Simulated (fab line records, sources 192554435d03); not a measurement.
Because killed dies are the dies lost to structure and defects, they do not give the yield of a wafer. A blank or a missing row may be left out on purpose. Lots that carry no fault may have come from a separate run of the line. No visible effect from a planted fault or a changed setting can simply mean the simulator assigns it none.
What tool caused it? ; flow n5 finfet ; 30 wafers from 10 lots sampled at 5 of the route's 1938 steps

WHAT THE GAUGES READ, wafer by wafer
Not one reading of a measure or inspect step in the record can be checked against a usual standard deviation.

WHAT TOOL EACH LOT RAN ON (gives the tool, then ch and the chambers of the sampled wafers, and finally the start)
lot;N5_BEOL_M4_ALD_98;N5_MIM_BOT_LITHO_DESCUM_10;N5_MIM_BOT_ETCH_ETCH_04;N5_PASSIVATION_AL_ETCH_33;N5_PASSIVATION_PROBE_49
L512;ald sin-04 ch 0,2,3, day 7 10:39;rie diel-05 ch 1,3, day 11 22:53;rie diel-05 ch 1,3, day 11 22:56;rie metal-02 ch 0,1, day 12 02:44;-
L513;ald sin-02 ch 0,2,3, day 7 23:13;rie diel-06 ch 0,2,3, day 11 23:59;rie diel-06 ch 0,2,3, day 12 00:03;rie metal-03 ch 0,1, day 12 03:12;-
L515;ald sin-02 ch 0,1,3, day 8 22:42;rie diel-05 ch 0,2,3, day 12 21:53;rie diel-05 ch 0,2,3, day 12 21:57;rie metal-02 ch 0,1, day 13 01:26;prober-02, day 13 06:59
L519;ald sin-02 ch 0,1, day 9 06:14;rie diel-06 ch 0,2, day 13 23:05;rie diel-06 ch 0,2, day 13 23:09;rie metal-02 ch 0,1, day 14 04:14;-
L521;ald sin-02 ch 0,2,3, day 9 10:19;rie diel-06 ch 0,1,3, day 13 19:54;rie diel-06 ch 0,1,3, day 13 19:58;rie metal-02 ch 0,1, day 14 00:31;prober-01, day 14 05:35
L523;ald sin-03 ch 2,3, day 10 10:12;rie diel-01 ch 0,3, day 14 18:14;rie diel-01 ch 0,3, day 14 18:18;rie metal-02 ch 0,1, day 15 00:31;-
L527;ald sin-04 ch 0,2,3, day 11 09:03;rie diel-05 ch 0,1,2, day 15 17:32;rie diel-05 ch 0,1,2, day 15 17:36;rie metal-01 ch 0, day 15 20:43;prober-02, day 16 01:28
L531;ald sin-02 ch 0,2,3, day 12 17:41;rie diel-01 ch 1,2,3, day 17 09:59;rie diel-01 ch 1,2,3, day 17 10:03;rie metal-01 ch 0,1, day 17 16:48;-
L533;ald sin-03 ch 0,2,3, day 12 22:30;rie diel-01 ch 1,2,3, day 17 09:20;rie diel-01 ch 1,2,3, day 17 09:24;rie metal-03 ch 0,1, day 17 14:59;-
L532;ald sin-02 ch 1,2,3, day 13 09:27;rie diel-06 ch 0,2,3, day 18 08:55;rie diel-06 ch 0,2,3, day 18 08:59;rie metal-02 ch 0,1, day 18 12:42;-
- N5_BEOL_M4_ALD_98: deposits SiO2, target thk 2.5 nm, pulse time 1 s, co reactant pulse time 1 s.
- N5_MIM_BOT_LITHO_DESCUM_10: chemistry O2, time 7.9 s.
- N5_MIM_BOT_ETCH_ETCH_04: etches SiNx in CF4/O2, target depth 26 nm, time 13 s.
- N5_PASSIVATION_AL_ETCH_33: etches Al in Cl2/BCl3, stops on TaN, target depth 2800 nm, time 466.7 s.
- N5_PASSIVATION_PROBE_49

WHAT THE TOOLS THEMSELVES READ (means of the sampled wafers that have a number; where no wafer has one, the mark that the record gives instead)
N5_BEOL_M4_ALD_98. Usual: heater power w 76 W, standard deviation 7.4; precursor pulse height rel 1.000, standard deviation 0.017; susceptor temp C 100.00 C, standard deviation 0.14.
lot;tool;heater power w (W);precursor pulse height rel;susceptor temp C (C);flag
L512;ald sin-04;90;0.995;99.97;
L513;ald sin-02;75;1.003;100.03;
L515;ald sin-02;70;1.006;99.98;
L519;ald sin-02;70;0.985;99.86;
L521;ald sin-02;74;1.009;100.01;
L523;ald sin-03;73;0.999;99.83;
L527;ald sin-04;88;1.000;100.14;
L531;ald sin-02;75;0.992;99.89;
L533;ald sin-03;79;0.995;99.99;
L532;ald sin-02;74;1.009;100.09;

N5_MIM_BOT_LITHO_DESCUM_10. Usual: bias power w 20.00 W, standard deviation 0.059; drypump motor current A 5.7 A, standard deviation 0.45; oes product au 0.82 a.u., standard deviation 0.094; rf vpp V 243.3 V, standard deviation 1.7; showerhead plenum p Torr 2.11 Torr, standard deviation 0.1; throttle valve pct 20.38 %, standard deviation 0.26.
lot;tool;bias power w (W);drypump motor current A (A);oes product au (a.u.);rf vpp V (V);showerhead plenum p Torr (Torr);throttle valve pct (%);flag
L512;rie diel-05;20.01;6.1;0.85;245.4;2.18;20.56;
L513;rie diel-06;20.06;5.8;0.72;243.8;2.12;20.61;
L515;rie diel-05;20.01;5.3;0.77;242.0;2.06;20.39;
L519;rie diel-06;20.04;5.9;0.83;244.6;2.21;20.52;
L521;rie diel-06;19.96;5.8;0.78;243.3;2.13;20.52;
L523;rie diel-01;19.97;5.4;0.86;242.5;2.07;20.18;
L527;rie diel-05;20.01;5.8;0.81;243.4;2.11;20.48;
L531;rie diel-01;19.93;5.9;0.89;242.4;2.06;20.12;
L533;rie diel-01;19.94;5.9;0.88;242.8;2.06;20.14;
L532;rie diel-06;19.98;5.7;0.76;245.0;2.19;20.53;

N5_MIM_BOT_ETCH_ETCH_04. Usual: value, then standard deviation, for each; drypump motor current A 5.7 A / 0.46; mfc ar sccm 99.98 sccm / 0.29; oes_o_777_au 0.82 a.u. / 0.089; oes product au 0.82 a.u. / 0.098; rf vpp V 241 V / 4.1; showerhead plenum p Torr 2.22 Torr / 0.095; throttle valve pct 15.95 % / 0.25.
lot;tool;drypump motor current A (A);mfc ar sccm (sccm);oes_o_777_au (a.u.);oes product au (a.u.);rf vpp V (V);showerhead plenum p Torr (Torr);throttle valve pct (%);flag
L512;rie diel-05;6.1;99.69;0.84;0.84;238;2.29;16.10;
L513;rie diel-06;5.8;99.91;0.74;0.73;242;2.22;16.11;
L515;rie diel-05;5.3;100.29;0.77;0.77;241;2.18;16.02;
L519;rie diel-06;5.9;100.07;0.84;0.82;241;2.29;15.91;
L521;rie diel-06;5.8;99.69;0.78;0.78;242;2.25;16.08;
L523;rie diel-01;5.3;100.32;0.86;0.85;240;2.18;15.71;
L527;rie diel-05;5.8;99.90;0.81;0.81;242;2.23;16.05;
L531;rie diel-01;5.9;99.94;0.87;0.89;239;2.19;15.77;
L533;rie diel-01;5.9;100.20;0.86;0.89;239;2.19;15.78;
L532;rie diel-06;5.8;100.01;0.79;0.77;243;2.29;16.02;

N5_PASSIVATION_AL_ETCH_33. Usual: drypump motor current A 5.3 A, standard deviation 0.33; oes product au 0.74 a.u., standard deviation 0.08; throttle valve pct 34.4 %, standard deviation 0.47.
lot;tool;drypump motor current A (A);oes product au (a.u.);throttle valve pct (%);flag
L512;rie metal-02;5.2;0.80;34.3;
L513;rie metal-03;5.1;0.76;34.9;
L515;rie metal-02;5.4;0.77;33.9;
L519;rie metal-02;5.4;0.75;33.9;
L521;rie metal-02;5.4;0.76;33.9;
L523;rie metal-02;5.2;0.78;34.3;
L527;rie metal-01;5.9;0.88;34.5;
L531;rie metal-01;5.4;0.74;34.2;
L533;rie metal-03;5.1;0.73;34.9;
L532;rie metal-02;5.2;0.76;34.3;

N5_PASSIVATION_PROBE_49. Usual: defect limited yield 90.9 %, standard deviation 1.5; killed_at_M0_to_M3 35, standard deviation 10; killed_at_M4_up 14, standard deviation 5.2; killed at contacts 13, standard deviation 7.3; killed at front end 42, standard deviation 12; killed at other 3.4, standard deviation 2.5; killed dies 108, standard deviation 18; killed open 70, standard deviation 13; killed short 35, standard deviation 8; sort_bin_4_leakage 0.00 %, standard deviation 0.007; sort_bin_5_function 5.4 %, standard deviation 1; sort_bin_6_memory 3.4 %, standard deviation 0.71; sort n pass 1072, standard deviation 18; sort yield pct 90.9 %, standard deviation 1.5.
lot;tool;defect limited yield (%);killed_at_M0_to_M3;killed_at_M4_up;killed at contacts;killed at front end;killed at other;killed dies;killed open;killed short;sort_bin_4_leakage (%);sort_bin_5_function (%);sort_bin_6_memory (%);sort n pass;sort yield pct (%);flag
L515;prober-02;92.0;40;15;7;31;1.7;94;60;31;0.00;4.9;2.8;1086;92.0;
L521;prober-01;86.3;38;57;18;48;2.0;162;73;39;0.00;7.7;4.4;1018;86.3;OFF
L527;prober-02;90.7;34;13;12;47;3.3;110;79;31;0.00;5.1;3.8;1070;90.7;

THE ANSWER, worked out from the rows above alone
Rule: take the mean of a lot's wafers that have a number; if it is more than 3 standard deviations from the usual mean, the lot is off. Also off: a lot with no number at a reading for which 4 or more lots have one. All remaining lots with rows at the step are treated as sound. The gauges are gone through in route order, then the tools' own readings, and for those a lot's mean is taken as printed above. The first step at which some lot is off is used, and at that step the reading that is off furthest; a lot without a number counts as furthest.
Off: L521, at N5_PASSIVATION_PROBE_49 (killed_at_M4_up). Neither off nor sound, because the step has no rows for them: L512, L513, L519, L523, L531, L533, L532.
If a tool, at that step or one of the process steps before it, ran each lot that is off and ran no sound lot following the first of them, it fits. Can't be told from this: 4 tools fit, ald sin-02 at N5_BEOL_M4_ALD_98, rie diel-06 at N5_MIM_BOT_LITHO_DESCUM_10 and N5_MIM_BOT_ETCH_ETCH_04, rie metal-02 at N5_PASSIVATION_AL_ETCH_33, prober-01 at N5_PASSIVATION_PROBE_49.

WHAT WAS PUT IN BY THE SIMULATOR
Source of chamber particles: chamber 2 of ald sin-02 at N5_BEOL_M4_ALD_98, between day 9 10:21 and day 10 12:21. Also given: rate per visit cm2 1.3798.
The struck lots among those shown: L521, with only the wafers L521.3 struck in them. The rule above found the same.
